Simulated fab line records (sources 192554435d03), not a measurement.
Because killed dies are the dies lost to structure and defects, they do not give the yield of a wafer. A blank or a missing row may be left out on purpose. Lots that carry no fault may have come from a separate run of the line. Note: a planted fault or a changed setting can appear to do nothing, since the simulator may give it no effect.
fab line records | flow n5-finfet
record lots=7 wafers=21
route steps=1938 shown ZERO_LAYER@4 WELL_APT@21 FIN_SAQP@98 DUMMY_GATE@223 SD_EPI_N@279 SD_EPI_P@321 SD_ACTIVATION@330
start-h: hours from the record's opening day to when the first of the lot's shown wafers began | wait-h: hours since the lot's step before | " the same as in the row above | L1.1+2: a row that stands for several wafers | - no value present, or no start provided | * or withheld: withheld | < > ~ a bound
route shown NAME@n: a module of which the file shows steps, and the number in the route of the first | usual: mean and standard deviation over wafers with no fault | same: alike in all rows | chamber/n: place in a boat | sites: each site's reading | _std_site: standard deviation across them | _edge_site: outer sites' mean less inner sites' | radius-mm: for every site, how far away it sits from the centre of the wafer | mask NAME#n: copy n | behind: the tool/chamber that last shaped the wafer | hold: what put the lot on hold/how long, in hours/how the hold closed | device: the n, p or np transistor that did not switch | end of line: tests of these same wafers at the route's end | step lacking rows: just its recipe | killed: dies that structure and defects cost at the first sort, which is not the same as the wafer's yield | map: shows each die of a wafer: x if killed, . if not, _ if none is there
set.NAME: the setting the step ran with; set.NAME@STEP: the setting that earlier step ran with | model.NAME: the simulator's own value behind a step, which no gauge read
lots whose settings were changed on purpose; a table a step, a row a wafer
## steps
# step N5_ZERO_LAYER_PECVD_02
# recipe material=SiO2 target-thk-a=100 temp-c=400 precursor=SiH4/N2O pressure-torr=0.75 rf-w=275 time-s=6
# columns lot.wafer tool chamber start-h wait-h set.time-s model.SiO2_of_ZERO_LAYER_PECVD_02.thk-nm
L075.2 pecvd-03 1 18.28 0.0 5.387 8.989
L075.5 " 1 " " 6 10.33
L075.6 " 2 " " 5.387 9.307
L080.1 pecvd-03 1 48.28 0.0 6 9.896
L080.2 " 0 " " 6 9.818
L080.3 " 2 " " 6 9.976
L083.1 pecvd-03 1 66.28 0.0 5.346 8.785
L083.4 " 2 " " 6 10.03
L083.6 " 0 " " 6 9.969
L086.2 pecvd-01 2 84.28 0.0 6 9.727
L086.3 " 0 " " 6 9.968
L086.4 " 2 " " 6 9.814
L087.2 pecvd-03 0 90.28 0.0 6 9.823
L087.3 " 2 " " 6 9.872
L087.4 " 2 " " 6 9.82
L088.1 pecvd-04 2 96.28 0.0 6 9.854
L088.4 " 2 " " 5.169 8.647
L088.5 " 1 " " 6 10.08
L096.2 pecvd-03 0 144.28 0.0 6 10.1
L096.4 " 0 " " 6 10.29
L096.6 " 2 " " 6 10.14
# step N5_ZERO_LAYER_COAT_05
# recipe spin-rpm=1500 resist-thk-nm=1000
# columns lot.wafer tool chamber start-h wait-h set.spin-rpm model.coat_of_ZERO_LAYER_COAT_05.thk-nm
L075.2 litho-track-01 0 - - 1577 978.6
L075.5 " 0 " " 1500 1004
L075.6 " 0 " " 1500 1005
L080.1+3 litho-track-01 0 - - 1500 1002
L080.2 " 0 " " 1500 1006
L083.1 litho-track-05 0 - - 1500 998.3
L083.4 " 0 " " 1500 996.3
L083.6 " 0 " " 1436 1021
L086.2 litho-track-01 0 - - 1500 1002
L086.3 " 0 " " 1500 999.7
L086.4 " 0 " " 1500 1003
L087.2 litho-track-04 0 - - 1500 1008
L087.3 " 0 " " 1500 1005
L087.4 " 0 " " 1500 1002
L088.1 litho-track-04 0 - - 1500 999.6
L088.4+5 " 0 " " 1500 1004
L096.2 litho-track-05 0 - - 1500 993.8
L096.4 " 0 " " 1500 996.3
L096.6 " 0 " " 1500 999.2
# step N5_ZERO_LAYER_EBR_07
# recipe solvent=PGMEA ebr-width-mm=1.5
# step N5_ZERO_LAYER_SOFTBAKE_06
# recipe temp-c=100 time-s=90
# step N5_ZERO_LAYER_DESCUM_16
# recipe chemistry=O2 time-s=7.9 source-power-w=50 bias-power-w=20 pressure-mtorr=20 rf-frequency-hz=2.712e+07 temp-c=40 o2-flow-sccm=225
# step N5_ZERO_LAYER_ETCH_17
# recipe chemistry=CF4 target=SiO2 target-depth-a=120 time-s=13.3 ion-energy-ev=350 pressure-mtorr=40 source-w=450 bias-w=215 Ar_flow_sccm=100 cf4-flow-sccm=100
# step N5_ZERO_LAYER_ETCH_18
# recipe chemistry=HBr/Cl2 target=Si target-depth-a=1200 time-s=40 pressure-mtorr=10 icp-w=800 bias-w=75 HBr_flow_sccm=150 Cl2_flow_sccm=80
# columns lot.wafer tool chamber start-h wait-h set.spin-rpm@ZERO_LAYER_COAT_05 model.coat_of_ZERO_LAYER_COAT_05.thk-nm
L075.2 rie-si-02 2 18.91 0.0 1577 907.7
L075.5 " 3 " " 1500 934.4
L075.6 " 2 " " 1500 934.2
L080.1 rie-si-02 0 49.05 0.0 1500 930.9
L080.2 " 2 " " 1500 934.6
L080.3 " 3 " " 1500 932.9
L083.1 rie-si-04 3 66.91 0.0 1500 928.3
L083.4 " 2 " " 1500 926.6
L083.6 " 1 " " 1436 951.7
L086.2 rie-si-04 0 84.79 0.0 1500 930.5
L086.3 " 2 " " 1500 929.2
L086.4 " 0 " " 1500 932.1
L087.2 rie-si-04 3 90.89 0.0 1500 938.5
L087.3 " 2 " " 1500 934.8
L087.4 " 2 " " 1500 932.7
L088.1 rie-si-04 3 96.79 0.0 1500 929.9
L088.4 " 3 " " 1500 933.6
L088.5 " 2 " " 1500 934.4
L096.2 rie-si-05 2 144.79 0.0 1500 924.5
L096.4 " 3 " " 1500 927.2
L096.6 " 1 " " 1500 929.8
# step N5_ZERO_LAYER_STRIP_24
# recipe chemistry=O2 power-w=1000 temp-c=250 overash-fraction=0.3 pressure-mtorr=1000 o2-flow-sccm=6750
# usual strip-time-to-endpoint-s=43.89/0.1
# columns lot.wafer tool chamber start-h wait-h set.spin-rpm@ZERO_LAYER_COAT_05 strip-time-to-endpoint-s
L075.2 plasma-asher-02 1 19.02 0.1 1577 43.17
L075.5 " 1 " " 1500 43.97
L075.6 " 0 " " 1500 43.96
L080.1 plasma-asher-01 0 49.15 0.1 1500 43.87
L080.2 " 1 " " 1500 43.96
L080.3 " 0 " " 1500 43.92
L083.1 plasma-asher-02 0 67.02 0.1 1500 43.78
L083.4 " 0 " " 1500 43.73
L083.6 " 0 " " 1436 44.48
L086.2 plasma-asher-01 1 84.90 0.1 1500 43.82
L086.3 " 0 " " 1500 43.81
L086.4 " 1 " " 1500 43.89
L087.2 plasma-asher-01 1 91.00 0.1 1500 44.08
L087.3 " 1 " " 1500 43.99
L087.4 " 0 " " 1500 43.91
L088.1 plasma-asher-02 1 98.32 1.5 1500 43.83
L088.4 " 0 " " 1500 43.94
L088.5 " 1 " " 1500 43.98
L096.2 plasma-asher-01 0 144.89 0.1 1500 43.68
L096.4 " 1 " " 1500 43.75
L096.6 " 0 " " 1500 43.82
# step N5_WELL_APT_COAT_02
# recipe spin-rpm=1357 resist-thk-nm=950
# columns lot.wafer tool chamber start-h wait-h set.spin-rpm model.coat_of_WELL_APT_COAT_02.thk-nm
L075.2 litho-track-03 0 - - 1294 969.6
L075.5 " 0 " " 1294 969
L075.6 " 0 " " 1294 968.7
L080.1 litho-track-02 0 - - 1357 952.5
L080.2 " 0 " " 1357 951.5
L080.3 " 0 " " 1357 951.4
L083.1 litho-track-04 0 - - 1268 984
L083.4 " 0 " " 1268 981.4
L083.6 " 0 " " 1357 947
L086.2 litho-track-02 0 - - 1357 952.9
L086.3 " 0 " " 1291 976.5
L086.4 " 0 " " 1291 978.8
L087.2 litho-track-03 0 - - 1357 952.2
L087.3 " 0 " " 1217 1011
L087.4 " 0 " " 1357 957.6
L088.1 litho-track-02 0 - - 1357 949.2
L088.4 " 0 " " 1357 947.9
L088.5 " 0 " " 1357 950.8
L096.2 litho-track-03 0 - - 1357 942.5
L096.4 " 0 " " 1357 947.7
L096.6 " 0 " " 1357 943.1
# step N5_FIN_SAQP_PECVD_47
# recipe material=a-Si target-thk-a=450 temp-c=400 precursor=SiH4/He pressure-torr=3 rf-w=100 time-s=36.3
# columns lot.wafer tool chamber start-h wait-h set.time-s model.a-Si_of_FIN_SAQP_PECVD_47.thk-nm
L075.2 pecvd-02 1 27.57 0.0 36.3 45.98
L075.5 " 1 " " 41.06 52.35
L075.6 " 0 " " 41.06 51.53
L080.1 pecvd-02 1 57.08 0.0 36.3 45.65
L080.2 " 0 " " 36.3 44.85
L080.3 " 2 " " 36.3 45.88
L083.1 pecvd-03 2 75.06 0.0 41.39 51.02
L083.4 " 2 " " 41.39 51.65
L083.6 " 2 " " 36.3 44.93
L086.2 pecvd-03 2 94.06 0.0 32.77 40.8
L086.3 " 1 " " 36.3 45.09
L086.4 " 0 " " 32.77 40.83
L087.2 pecvd-04 0 102.26 0.0 40.4 49.41
L087.3 " 2 " " 40.4 50.2
L087.4 " 1 " " 36.3 44.79
L088.1 pecvd-04 1 107.28 0.0 33.32 40.68
L088.4 " 1 " " 36.3 44.35
L088.5 " 2 " " 36.3 45.05
L096.2 pecvd-04 2 153.03 0.0 36.3 44.77
L096.4 " 0 " " 36.3 45.6
L096.6 " 2 " " 36.3 45.34
# step N5_FIN_SAQP_DEVELOP_15
# recipe develop-time-s=30 developer=TMAH resist=CAR-ArF dev-temp-c=23 rinse-liquid=diw dry=air-spin
# columns lot.wafer tool chamber start-h wait-h set.develop-time-s
L075.2 litho-track-01 0 - - 27.47
L075.5+6 " 0 " " 30
L080.1+2+3 litho-track-01 0 - - 30
L083.1 litho-track-02 0 - - 26.94
L083.4+6 " 0 " " 30
L086.2 litho-track-04 0 - - 36.3
L086.3+4 " 0 " " 30
L087.2 litho-track-01 0 - - 30
L087.3+4 " 0 " " 33.81
L088.1 litho-track-02 0 - - 30
L088.4+5 " 0 " " 23.68
L096.2+4 litho-track-04 0 - - 30
L096.6 " 0 " " 26.29
# step N5_FIN_SAQP_ETCH_57
# recipe chemistry=CH3F/O2 target=SiNx mask-material=SiO2 target-depth-a=325 time-s=46.4 pressure-mtorr=30 source-w=395 bias-w=73 Ar_flow_sccm=150 CH3F_flow_sccm=30 O2_flow_sccm=20 ion-energy-ev=120 ends=cleared
# step N5_FIN_SAQP_ETCH_65
# recipe chemistry=CF4 target=SiO2 target-depth-a=40 ion-energy-ev=350 time-s=4.4 pressure-mtorr=10 icp-w=800 bias-w=400 cf4-flow-sccm=80
# step N5_FIN_SAQP_MANDREL_ETCH_58
# recipe chemistry=HBr/Cl2 target=a-Si target-depth-a=450 bt-time-s=10 stop-on=SiNx mask-material=SiO2 over-etch-frac=0.8 time-s=27 pressure-mtorr=10 icp-w=800 bias-w=75 HBr_flow_sccm=150 Cl2_flow_sccm=80 ends=end-point
# columns lot.wafer tool chamber start-h wait-h set.time-s@FIN_SAQP_PECVD_47 model.etch.depth-nm
L075.2 rie-si-05 1 30.71 0.0 36.3 45.98
L075.5 " 3 " " 41.06 52.35
L075.6 " 2 " " 41.06 51.53
L080.1 rie-si-04 0 60.11 0.0 36.3 45.65
L080.2 " 2 " " 36.3 44.85
L080.3 " 1 " " 36.3 45.88
L083.1 rie-si-05 3 78.42 0.0 41.39 51.02
L083.4 " 1 " " 41.39 51.65
L083.6 " 1 " " 36.3 44.93
L086.2 rie-si-05 2 98.44 0.0 32.77 40.8
L086.3 " 0 " " 36.3 45.09
L086.4 " 1 " " 32.77 40.83
L087.2 rie-si-02 0 105.24 0.0 40.4 49.41
L087.3 " 1 " " 40.4 50.2
L087.4 " 3 " " 36.3 44.79
L088.1 rie-si-04 1 110.87 0.0 33.32 40.68
L088.4 " 2 " " 36.3 44.35
L088.5 " 0 " " 36.3 45.05
L096.2 rie-si-05 3 156.29 0.0 36.3 44.77
L096.4 " 1 " " 36.3 45.6
L096.6 " 1 " " 36.3 45.34
# step N5_DUMMY_GATE_COAT_35
# recipe resist=SiARC temp-c=220 time-s=60 spin-rpm=1500 resist-thk-nm=10
# columns lot.wafer tool chamber start-h wait-h set.spin-rpm model.SiARC_of_DUMMY_GATE_COAT_35.thk-nm
L075.2+5+6 litho-track-04 0 - - 1500 10
L080.1+2+3 litho-track-01 0 - - 1500 10
L083.1+4+6 litho-track-01 0 - - 1500 10
L086.2+4 litho-track-04 0 - - 1500 10
L086.3 " 0 " " 1360 10.6
L087.2+3 litho-track-04 0 - - 1500 10
L087.4 " 0 " " 1601 9.6
L088.1+4+5 litho-track-01 0 - - 1640 9.6
L096.2+6 litho-track-04 0 - - 1648 9.6
L096.4 " 0 " " 1500 10
# step N5_DUMMY_GATE_COAT_28
# recipe resist=underlayer temp-c=205 time-s=60 spin-rpm=1500 resist-thk-nm=10
# columns lot.wafer tool chamber start-h wait-h set.spin-rpm model.underlayer_of_DUMMY_GATE_COAT_28.thk-nm
L075.2+6 litho-track-04 0 - - 1500 10
L075.5 " 0 " " 1642 9.6
L080.1+2+3 litho-track-01 0 - - 1500 10
L083.1+6 litho-track-01 0 - - 1411 10.4
L083.4 " 0 " " 1500 10
L086.2+3 litho-track-04 0 - - 1586 9.8
L086.4 " 0 " " 1500 10
L087.2 litho-track-04 0 - - 1500 10
L087.3+4 " 0 " " 1366 10.6
L088.1+5 litho-track-01 0 - - 1500 10
L088.4 " 0 " " 1544 9.8
L096.2+6 litho-track-04 0 - - 1500 10
L096.4 " 0 " " 1610 9.8
# step N5_SD_EPI_N_ETCH_16
# recipe chemistry=CHF3/O2 target=SiO2 target-depth-a=50 mask-material=SOC pressure-mtorr=30 source-w=650 bias-w=170 Ar_flow_sccm=200 CHF3_flow_sccm=50 O2_flow_sccm=5 ion-energy-ev=200
# columns lot.wafer tool chamber start-h wait-h set.target-depth-a model.etch.depth-nm
L075.2 rie-diel-02 1 58.25 0.1 50 4.958
L075.5 " 1 " " 46.75 4.596
L075.6 " 0 " " 46.75 4.719
L080.1 rie-diel-06 1 84.05 0.1 50 4.924
L080.2 " 2 " " 50 5.03
L080.3 " 3 " " 50 4.904
L083.1 rie-diel-01 1 103.39 0.1 45.8 4.517
L083.4 " 0 " " 50 5.104
L083.6 " 2 " " 45.8 4.501
L086.2 rie-diel-01 0 125.26 0.1 50 5.092
L086.3 " 1 " " 52.66 5.21
L086.4 " 2 " " 52.66 5.251
L087.2 rie-diel-01 3 129.19 0.1 50 5.168
L087.3 " 0 " " 55.99 5.717
L087.4 " 1 " " 50 5.006
L088.1 rie-diel-06 0 137.30 0.1 50 5.184
L088.4 " 1 " " 54.99 5.441
L088.5 " 0 " " 50 5.141
L096.2 rie-diel-06 3 182.35 0.1 50 4.91
L096.4 " 1 " " 50 4.961
L096.6 " 1 " " 50 5.01
# step N5_SD_EPI_N_EPI_21
# recipe material=Si:P dopant=P temp-c=680 pressure-torr=255 time-s=690
# columns lot.wafer tool chamber start-h wait-h set.time-s model.Si-P_of_SD_EPI_N_EPI_21.thk-nm
L075.2 epi-rpcvd-03 0 59.59 0.4 652.5 58
L075.5 " 0 " " 652.5 57.2
L075.6 " 0 " " 652.5 56.8
L080.1 epi-rpcvd-01 0 85.11 0.1 690 59.8
L080.2 " 0 " " 690 59.6
L080.3 " 0 " " 690 58.8
L083.1 epi-rpcvd-01 0 104.50 0.1 568.8 51.6
L083.4 " 0 " " 690 59.2
L083.6 " 0 " " 690 58.8
L086.2 epi-rpcvd-03 0 126.88 0.5 794 64.6
L086.3 " 0 " " 690 59
L086.4 " 0 " " 794 64.2
L087.2 epi-rpcvd-02 0 130.53 0.4 690 59.6
L087.3+4 " 0 " " 690 59.4
L088.1 epi-rpcvd-03 0 138.80 0.3 653.6 57.4
L088.4 " 0 139.92 1.2 690 58.8
L088.5 " 0 " " 690 58.2
L096.2 epi-rpcvd-01 0 183.72 0.4 690 59.4
L096.4 " 0 " " 690 57.8
L096.6 " 0 " " 690 59
# step N5_SD_EPI_N_EPI_MEAS_23
# recipe mode=xrd
# usual thk-nm=58.8/1.2
# columns lot.wafer tool chamber start-h wait-h set.time-s@SD_EPI_N_EPI_21 thk-nm
L075.2 film-metro-02 - 61.02 1.2 652.5 56.9
L075.5 " - " " 652.5 57.3
L075.6 " - " " 652.5 57.9
L080.1 film-metro-01 - 86.83 1.4 690 60.6
L080.2 " - " " 690 59.1
L080.3 " - " " 690 59.0
L083.1 film-metro-01 - 106.22 1.5 568.8 50.8
L083.4 " - " " 690 60.9
L083.6 " - " " 690 59.9
L086.2 film-metro-02 - 128.78 1.5 794 65.1
L086.3 " - " " 690 57.9
L086.4 " - " " 794 65.8
L087.2 film-metro-01 - 131.97 1.2 690 59.2
L087.3 " - " " 690 58.6
L087.4 " - " " 690 58.8
L088.1 film-metro-02 - 141.08 1.9 653.6 58.6
L088.4 " - " " 690 57.8
L088.5 " - " " 690 57.4
L096.2 film-metro-02 - 185.16 1.2 690 58.2
L096.4 " - " " 690 58.5
L096.6 " - " " 690 58.8
# step N5_SD_EPI_N_PRECLEAN_24
# recipe chemistry=O3/DIW time-s=60 temp-c=22 o3-ppm=10
# step N5_SD_EPI_N_SRD_25
# recipe time-s=30 temp-c=23 rinse-liquid=diw dry=ipa-marangoni
# step N5_SD_EPI_P_EPI_21
# recipe material=SiGe:B dopant=B temp-c=550 pressure-torr=20 ambient=H2 time-s=355
# step N5_SD_EPI_P_HM_STRIP_48
# recipe chemistry=H3PO4 temp-c=160 material=SiNx target=SiNx target-depth-a=30 overetch-fraction=0.3
# columns lot.wafer tool chamber start-h wait-h set.time-s@SD_EPI_N_EPI_21 model.Si-P_of_SD_EPI_N_EPI_21.thk-nm
L075.2 wet-bench-05 4 66.57 0.0 652.5 57.4
L075.5 " 5 " " 652.5 56.4
L075.6 " 7 " " 652.5 56.2
L080.1+2 wet-bench-05 7,2 92.82 0.0 690 59
L080.3 " 1 " " 690 58.2
L083.1 wet-bench-02 5 111.16 0.0 568.8 51
L083.4 " 0 " " 690 58.4
L083.6 " 6 " " 690 58
L086.2 wet-bench-06 0 134.54 0.0 794 63.8
L086.3 " 5 " " 690 58.4
L086.4 " 3 " " 794 63.6
L087.2 wet-bench-06 5 136.47 0.0 690 59
L087.3+4 " 0,7 " " 690 58.8
L088.1 wet-bench-06 7 146.05 0.0 653.6 56.8
L088.4 " 0 " " 690 58
L088.5 " 5 " " 690 57.6
L096.2 wet-bench-02 1 191.21 0.0 690 58.8
L096.4 " 4 " " 690 57.2
L096.6 " 5 " " 690 58.4
# step N5_SD_EPI_P_SRD_49
# recipe dry=ipa-marangoni time-s=30 temp-c=23 rinse-liquid=diw
# step N5_SD_EPI_P_PRECLEAN_24
# recipe chemistry=O3/DIW time-s=45 temp-c=22 o3-ppm=10
# step N5_SD_ACTIVATION_RTA_00
# recipe temp-c=975 time-s=0 ambient=N2 idle-temp-c=600 ramp-up-c-per-s=150 ramp-down-c-per-s=60 cool-to-c=600
# step N5_SD_ACTIVATION_LSA_01
# recipe temp-c=1080 time-s=0.0008 ambient=N2
# step N5_SD_ACTIVATION_RS_MEAS_03
# recipe thk-meas-gauge=four-point-probe
# usual RS_SD_N=21.95/0.28 RS_SD_P=56.1/0.84
# columns lot.wafer tool chamber start-h wait-h set.time-s@SD_EPI_N_EPI_21 RS_SD_N[ohm/sq] RS_SD_P[ohm/sq]
L075.2 film-metro-02 - 67.23 0.2 652.5 22.21 55.8
L075.5 " - " " 652.5 22.56 56.0
L075.6 " - " " 652.5 22.96 56.3
L080.1 film-metro-01 - 93.40 0.2 690 21.70 56.2
L080.2 " - " " 690 21.51 56.5
L080.3 " - " " 690 21.98 56.8
L083.1 film-metro-01 - 111.73 0.2 568.8 25.14 55.3
L083.4 " - " " 690 21.98 56.8
L083.6 " - " " 690 22.00 55.9
L086.2 film-metro-02 - 135.13 0.2 794 20.02 54.9
L086.3 " - " " 690 21.79 54.1
L086.4 " - " " 794 20.28 54.5
L087.2 film-metro-02 - 137.22 0.2 690 21.72 56.2
L087.3 " - " " 690 21.67 56.9
L087.4 " - " " 690 21.50 56.2
L088.1 film-metro-01 - 146.70 0.2 653.6 22.67 56.8
L088.4 " - " " 690 21.91 57.0
L088.5 " - " " 690 22.36 57.2
L096.2 film-metro-01 - 191.79 0.2 690 21.97 57.3
L096.4 " - " " 690 22.40 57.1
L096.6 " - " " 690 22.01 56.8
## key
split step=N5_ZERO_LAYER_PECVD_02 setting=time-s stated=6 by=wafer
response step=N5_ZERO_LAYER_PECVD_02 reading=model.SiO2_of_ZERO_LAYER_PECVD_02.thk-nm change=+0.105 per=1% r=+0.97
split step=N5_ZERO_LAYER_COAT_05 setting=spin-rpm stated=1500 by=wafer
response step=N5_ZERO_LAYER_COAT_05 reading=model.coat_of_ZERO_LAYER_COAT_05.thk-nm change=-5.23 per=1% r=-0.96
response step=N5_ZERO_LAYER_ETCH_18 reading=model.coat_of_ZERO_LAYER_COAT_05.thk-nm change=-5.4 per=1% r=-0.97
response step=N5_ZERO_LAYER_STRIP_24 reading=strip-time-to-endpoint-s change=* per=1% r=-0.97
split step=N5_WELL_APT_COAT_02 setting=spin-rpm stated=1357 by=wafer
response step=N5_WELL_APT_COAT_02 reading=model.coat_of_WELL_APT_COAT_02.thk-nm change=-5.36 per=1% r=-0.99
split step=N5_FIN_SAQP_PECVD_47 setting=time-s stated=36.3 by=wafer
response step=N5_FIN_SAQP_PECVD_47 reading=model.a-Si_of_FIN_SAQP_PECVD_47.thk-nm change=+0.455 per=1% r=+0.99
response step=N5_FIN_SAQP_MANDREL_ETCH_58 reading=model.etch.depth-nm change=+0.455 per=1% r=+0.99
split step=N5_FIN_SAQP_DEVELOP_15 setting=develop-time-s stated=30 by=wafer
response none clear
split step=N5_DUMMY_GATE_COAT_35 setting=spin-rpm stated=1500 by=wafer
response step=N5_DUMMY_GATE_COAT_35 reading=model.SiARC_of_DUMMY_GATE_COAT_35.thk-nm change=-0.0533 per=1% r=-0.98
split step=N5_DUMMY_GATE_COAT_28 setting=spin-rpm stated=1500 by=wafer
response step=N5_DUMMY_GATE_COAT_28 reading=model.underlayer_of_DUMMY_GATE_COAT_28.thk-nm change=-0.0491 per=1% r=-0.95
split step=N5_SD_EPI_N_ETCH_16 setting=target-depth-a stated=50 by=wafer
response step=N5_SD_EPI_N_ETCH_16 reading=model.etch.depth-nm change=+0.0469 per=1% r=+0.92
split step=N5_SD_EPI_N_EPI_21 setting=time-s stated=690 by=wafer
response step=N5_SD_EPI_N_EPI_21 reading=model.Si-P_of_SD_EPI_N_EPI_21.thk-nm change=+0.385 per=1% r=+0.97
response step=N5_SD_EPI_N_EPI_MEAS_23 reading=thk-nm change=* per=1% r=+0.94
response step=N5_SD_EPI_P_HM_STRIP_48 reading=model.Si-P_of_SD_EPI_N_EPI_21.thk-nm change=+0.376 per=1% r=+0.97
response step=N5_SD_ACTIVATION_RS_MEAS_03 reading=RS_SD_N change=-0.147 per=1% r=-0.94
